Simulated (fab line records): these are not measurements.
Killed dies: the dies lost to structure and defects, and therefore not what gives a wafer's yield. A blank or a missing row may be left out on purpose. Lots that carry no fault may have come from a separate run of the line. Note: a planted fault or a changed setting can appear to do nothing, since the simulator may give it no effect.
fab line records	flow n5Finfet	part 2 of 2: steps 5 to 6 of 6
[record] lots = 22	wafers = 66	lastDay = 17
route steps=1938 shown BEOL_M7@1279 BEOL_M8@1368
lots untouched by any fault: they come from a run of this same line in which no faults occurred
startH: hours from the record's first day to the start of the lot's first wafer shown	waitH: how many hours have passed since the lot's step before this one	" identical to the entry in the row above	L1.1+2: one row covering several wafers at once	- value missing, or start not given	* or withheld: withheld	< > ~ a bound
route shown NAME@n: a module of which the file shows steps, and the number in the route of the first	usual: average and standard deviation across the fault-free wafers	same: alike in all rows	chamber/n: place in a boat	sites: each site's reading	_std_site: standard deviation across them	_edge_site: inner sites' mean taken away from outer sites' mean	radiusMm: for every site, how far away it sits from the centre of the wafer	mask NAME#n: copy n	behind: the most recent tool/chamber to have shaped the wafer	hold: cause of the lot's hold/its duration in hours/its outcome	device: the transistor (n, p or np) that didn't switch	end of line: the same wafers' tests at the end of the route	a step given without rows: its recipe and nothing more	killed: count of dies lost to structure and defects at first sort (not the wafer's yield)	map: shows each die of a wafer: x if killed, . if not, _ if none is there
set.NAME: the setting as run; set.NAME@STEP: as run at that earlier step	model.NAME: the simulator's own value behind a step, which no gauge read
steps of the route over a sample of lots; a table a step, a row a wafer
services: the hour from which a tool's chamber was out of use, counted from the record's first day as startH (under 0 if before that day), plus the number of hours and why
[[steps]]
[step N5_BEOL_M8_DESCUM_33]
[recipe] chemistry = O2	timeS = 7	sourcePowerW = 50	biasPowerW = 20	pressureMtorr = 20	rfFrequencyHz = 2.712e+07	tempC = 40	resist = CAR-EUV	o2FlowSccm = 225
[usual] drypumpMotorCurrentA = 5.8/0.48	oesProductAu = 0.77/0.089	rfVppV = 243.2/1.3	showerheadPlenumPTorr = 2.09/0.069	throttleValvePct = 20.36/0.23
lot.wafer	tool	chamber	startH	waitH	drypumpMotorCurrentA	oesProductAu	rfHoursCounterH	rfVppV	showerheadPlenumPTorr	throttleValvePct
L075.3	rieDiel-01	3	213.67	0.0	5.1	0.80	76	243.2	2.20	20.10
L075.4	"	2	"	"	5.4	0.81	86	244.4	2.22	20.22
L075.5	"	1	"	"	6.1	0.72	-	240.5	1.99	20.28
L074.3	rieDiel-05	2	215.51	0.3	6.3	0.70	209	242.4	2.07	20.57
L074.5	"	2	"	"	6.3	0.69	-	242.0	2.07	20.57
L074.6	"	0	"	"	5.2	0.70	-	245.7	2.15	20.56
L076.2	rieDiel-05	3	219.05	0.0	5.4	0.72	206	241.7	2.07	20.54
L076.4	"	2	"	"	6.3	0.70	210	243.7	2.07	20.58
L076.5	"	0	"	"	5.2	0.70	-	243.6	2.15	20.57
L077.1	rieDiel-05	0	222.53	0.0	5.2	0.69	237	244.6	2.15	20.58
L077.3	"	2	"	"	6.3	0.70	211	240.9	2.07	20.58
L077.5	"	1	"	"	6.2	0.99	-	243.9	2.05	20.14
L078.4	rieDiel-03	3	225.70	0.0	6.3	0.78	143	242.0	2.01	20.33
L078.5	"	2	"	"	6.6	0.70	-	243.8	2.15	20.72
L078.6	"	3	"	"	6.3	0.78	-	241.2	2.01	20.32
L079.2	rieDiel-03	2	228.40	0.0	6.6	0.70	224	242.6	2.15	20.75
L079.3	"	3	"	"	6.2	0.77	144	241.7	2.01	20.30
L079.6	"	2	"	"	6.6	0.70	-	243.8	2.15	20.73
L080.2	rieDiel-01	0	243.00	0.0	5.5	0.93	17	244.4	2.14	19.82
L080.3	"	2	"	"	5.4	0.80	97	245.3	2.21	20.22
L080.5	"	2	"	"	5.4	0.79	-	244.6	2.21	20.25
L081.1	rieDiel-05	2	251.30	0.0	6.3	0.69	220	243.5	2.07	20.59
L081.3	"	1	"	"	6.1	0.94	11	243.4	2.05	20.17
L081.6	"	0	"	"	5.2	0.69	-	245.5	2.15	20.58
L082.1	rieDiel-03	0	261.31	0.0	6.3	0.85	56	240.9	2.04	20.38
L082.4	"	1	"	"	5.7	0.76	130	243.8	2.19	20.11
L082.6	"	3	"	"	6.3	0.76	-	241.7	2.00	20.34
L083.1	rieDiel-05	1	267.68	0.1	6.2	0.92	17	243.1	2.05	20.19
L083.3	"	3	"	"	5.3	0.70	222	243.7	2.06	20.57
L083.4	"	2	"	"	6.3	0.68	-	242.5	2.07	20.60
L084.2	rieDiel-03	2	274.11	0.2	6.6	0.69	241	243.3	2.14	20.76
L084.5	"	3	"	"	6.3	0.75	-	242.8	2.00	20.35
L084.6	"	0	"	"	6.3	0.85	-	242.0	2.04	20.36
L085.3	rieDiel-05	1	276.60	0.0	6.1	0.91	22	242.5	2.04	20.19
L085.4	"	2	"	"	6.3	0.69	-	243.3	2.07	20.62
L085.6	"	3	"	"	5.3	0.71	-	241.4	2.06	20.58
L088.4	rieDiel-01	1	288.15	0.0	6.1	0.69	232	241.0	1.98	20.32
L088.5	"	0	"	"	5.5	0.89	-	243.9	2.13	19.85
L088.6	"	3	"	"	5.1	0.77	-	243.9	2.19	20.13
L087.2	rieDiel-03	3	288.19	0.0	6.3	0.75	166	243.3	2.00	20.35
L087.3	"	1	"	"	5.7	0.76	138	246.0	2.19	20.12
L087.6	"	2	"	"	6.6	0.68	-	243.4	2.14	20.77
L089.1	rieDiel-05	2	290.81	0.3	6.3	0.68	234	243.1	2.07	20.63
L089.3	"	3	"	"	5.3	0.70	232	241.6	2.06	20.59
L089.4	"	0	"	"	5.2	0.96	2	243.7	2.15	20.19
L090.1	rieDiel-03	1	299.95	0.0	5.7	0.76	143	243.2	2.19	20.12
L090.2	"	3	"	"	6.3	0.74	170	241.2	2.00	20.36
L090.6	"	0	"	"	6.3	0.83	-	242.8	2.04	20.39
L092.2	rieDiel-05	2	312.13	0.0	6.3	0.68	242	243.2	2.06	20.63
L092.3	"	0	"	"	5.2	0.92	9	243.6	2.15	20.18
L092.6	"	3	"	"	5.4	0.69	-	241.7	2.05	20.60
L091.1	rieDiel-05	3	315.49	0.0	5.4	0.68	241	242.3	2.05	20.61
L091.2	"	0	"	"	5.2	0.92	10	244.1	2.15	20.21
L091.3	"	2	"	"	6.3	0.67	243	243.1	2.06	20.63
L093.1	rieDiel-01	2	315.91	0.2	5.4	0.77	123	244.2	2.20	20.28
L093.2	"	0	"	"	5.5	0.87	44	243.7	2.13	19.84
L093.6	"	2	"	"	5.3	0.77	-	243.8	2.20	20.28
L095.2	rieDiel-03	0	325.59	0.1	6.3	0.83	79	242.7	2.03	20.42
L095.3	"	3	"	"	6.3	0.74	180	243.1	1.99	20.36
L095.5	"	1	"	"	5.7	0.74	-	245.1	2.18	20.13
L094.1	rieDiel-05	0	328.36	0.2	5.2	0.92	16	243.2	2.14	20.20
L094.2	"	1	"	"	6.1	0.88	41	242.0	2.04	20.21
L094.6	"	2	"	"	6.3	0.68	-	243.0	2.06	20.64
L096.2	rieDiel-01	0	335.46	0.0	5.5	0.87	52	244.3	2.12	19.88
L096.5	"	3	"	"	5.1	0.75	-	245.7	2.18	20.15
L096.6	"	0	"	"	5.5	0.86	-	242.9	2.12	19.87
[step N5_BEOL_M8_STRIP_36]
[recipe] chemistry = N2/H2	powerW = 450	tempC = 40	pressureMtorr = 20	rfFrequencyHz = 6e+07	overashFraction = 0.3	biasPowerW = 7	h2Frac = 0.5	n2FlowSccm = 200	h2FlowSccm = 200
[usual] drypumpMotorCurrentA = 5.9/0.48	oesProductAu = 0.77/0.088	rfVppV = 59.3/1.6	showerheadPlenumPTorr = 2.54/0.083	throttleValvePct = 23.6/0.32
lot.wafer	tool	chamber	startH	waitH	drypumpMotorCurrentA	oesProductAu	rfHoursCounterH	rfVppV	showerheadPlenumPTorr	throttleValvePct
L075.3	rieDiel-01	3	213.90	0.0	5.1	0.80	76	56.9	2.69	23.6
L075.4	"	2	"	"	5.4	0.81	86	58.4	2.68	23.5
L075.5	"	1	"	"	6.1	0.71	-	57.9	2.41	23.3
L074.3	rieDiel-05	2	215.74	0.0	6.3	0.69	209	61.1	2.52	23.8
L074.5	"	2	"	"	6.3	0.69	-	61.7	2.52	23.9
L074.6	"	0	"	"	5.2	0.70	-	57.6	2.60	23.8
L076.2	rieDiel-05	3	219.29	0.0	5.4	0.70	206	57.8	2.52	23.8
L076.4	"	2	"	"	6.3	0.70	211	59.3	2.52	23.9
L076.5	"	0	"	"	5.2	0.70	-	63.5	2.60	23.8
L077.1	rieDiel-05	0	222.77	0.0	5.2	0.69	238	59.0	2.60	23.8
L077.3	"	2	"	"	6.3	0.70	211	61.2	2.52	23.8
L077.5	"	1	"	"	6.1	0.99	-	59.4	2.49	23.6
L078.4	rieDiel-03	3	225.93	0.0	6.3	0.76	144	58.0	2.43	23.3
L078.5	"	2	"	"	6.6	0.70	-	57.2	2.61	24.1
L078.6	"	3	"	"	6.3	0.76	-	59.2	2.43	23.3
L079.2	rieDiel-03	2	228.63	0.0	6.6	0.70	224	56.6	2.61	24.2
L079.3	"	3	"	"	6.3	0.77	144	57.1	2.43	23.3
L079.6	"	2	"	"	6.6	0.70	-	60.2	2.61	24.2
L080.2	rieDiel-01	0	243.23	0.0	5.5	0.91	17	58.3	2.60	22.9
L080.3	"	2	"	"	5.4	0.80	97	59.2	2.67	23.5
L080.5	"	2	"	"	5.4	0.80	-	61.1	2.67	23.5
L081.1	rieDiel-05	2	251.53	0.0	6.3	0.70	220	57.1	2.52	23.9
L081.3	"	1	"	"	6.2	0.95	11	62.0	2.49	23.6
L081.6	"	0	"	"	5.2	0.70	-	57.5	2.60	23.8
L082.1	rieDiel-03	0	261.54	0.0	6.3	0.86	56	57.9	2.46	23.4
L082.4	"	1	"	"	5.7	0.76	130	61.8	2.65	23.0
L082.6	"	3	"	"	6.3	0.76	-	61.5	2.42	23.4
L083.1	rieDiel-05	1	267.91	0.0	6.2	0.91	17	58.8	2.49	23.6
L083.3	"	3	"	"	5.3	0.72	222	59.5	2.52	23.9
L083.4	"	2	"	"	6.3	0.69	-	60.0	2.51	23.9
L084.2	rieDiel-03	2	274.35	0.0	6.6	0.69	241	61.1	2.61	24.2
L084.5	"	3	"	"	6.3	0.76	-	59.3	2.42	23.3
L084.6	"	0	"	"	6.3	0.85	-	57.0	2.46	23.4
L085.3	rieDiel-05	1	276.84	0.0	6.1	0.91	22	60.4	2.49	23.6
L085.4	"	2	"	"	6.3	0.69	-	60.3	2.51	23.9
L085.6	"	3	"	"	5.4	0.69	-	56.1	2.52	23.9
L088.4	rieDiel-01	1	288.38	0.0	6.1	0.70	232	58.6	2.40	23.4
L088.5	"	0	"	"	5.5	0.89	-	57.6	2.59	23.0
L088.6	"	3	"	"	5.1	0.78	-	59.0	2.67	23.6
L087.2	rieDiel-03	3	288.42	0.0	6.3	0.76	166	58.5	2.42	23.4
L087.3	"	1	"	"	5.7	0.75	138	57.8	2.64	23.0
L087.6	"	2	"	"	6.6	0.70	-	59.3	2.60	24.2
L089.1	rieDiel-05	2	291.04	0.0	6.3	0.69	234	61.0	2.51	23.9
L089.3	"	3	"	"	5.4	0.70	232	60.6	2.51	23.9
L089.4	"	0	"	"	5.2	0.97	2	59.7	2.60	23.4
L090.1	rieDiel-03	1	300.18	0.0	5.7	0.74	144	61.1	2.64	23.1
L090.2	"	3	"	"	6.3	0.74	171	58.9	2.42	23.3
L090.6	"	0	"	"	6.3	0.83	-	61.0	2.46	23.4
L092.2	rieDiel-05	2	312.36	0.0	6.3	0.69	243	58.1	2.51	23.9
L092.3	"	0	"	"	5.2	0.94	9	60.7	2.59	23.4
L092.6	"	3	"	"	5.3	0.69	-	57.5	2.51	23.9
L091.1	rieDiel-05	3	315.72	0.0	5.4	0.69	241	59.4	2.51	23.9
L091.2	"	0	"	"	5.2	0.93	10	60.2	2.59	23.4
L091.3	"	2	"	"	6.3	0.68	243	56.3	2.51	23.9
L093.1	rieDiel-01	2	316.14	0.0	5.4	0.78	123	61.4	2.66	23.5
L093.2	"	0	"	"	5.5	0.87	44	58.8	2.58	23.0
L093.6	"	2	"	"	5.4	0.77	-	62.7	2.66	23.6
L095.2	rieDiel-03	0	325.83	0.0	6.3	0.82	79	59.6	2.46	23.4
L095.3	"	3	"	"	6.3	0.73	180	60.3	2.41	23.4
L095.5	"	1	"	"	5.7	0.73	-	60.0	2.64	23.1
L094.1	rieDiel-05	0	328.59	0.0	5.2	0.90	16	59.6	2.59	23.4
L094.2	"	1	"	"	6.1	0.88	41	61.3	2.48	23.6
L094.6	"	2	"	"	6.3	0.67	-	57.0	2.50	23.9
L096.2	rieDiel-01	0	335.70	0.0	5.5	0.84	53	59.2	2.58	23.0
L096.5	"	3	"	"	5.1	0.75	-	61.1	2.66	23.6
L096.6	"	0	"	"	5.5	0.87	-	58.7	2.58	23.0
[[services]]
tool	chamber	startH	hours	kind
aldMetal-03	-	200.61	0.4	repair
rieDiel-02	3	220.00	-	clean
rieDiel-02	3	220.00	-	consumableReplace:focusRing
rieDiel-02	3	220.00	18.5	scheduledDown
rieDiel-02	3	220.00	18.5	ventCycle
rieDiel-01	0	225.59	5.0	repair
rieDiel-02	3	240.04	7.0	repair
rieDiel-01	1	246.01	6.7	repair
rieDiel-04	3	256.08	4.6	repair
rieDiel-04	-	270.47	28.1	pm
aldMetal-04	2	274.46	2.0	repair
rieDiel-02	3	286.50	12.4	repair
aldMetal-01	2	287.84	8.7	repair
rieDiel-02	1	298.96	-	clean
rieDiel-02	1	298.96	-	consumableReplace:focusRing
rieDiel-02	1	298.96	24.0	scheduledDown
rieDiel-02	1	298.96	24.0	ventCycle
rieDiel-04	2	300.05	8.2	repair
rieDiel-01	1	300.08	2.1	repair
rieDiel-03	-	306.71	2.8	pm
rieDiel-06	2	315.03	5.0	repair
rieDiel-03	2	315.09	11.2	repair
rieDiel-05	3	331.50	3.1	repair
rieDiel-04	2	334.34	3.7	repair
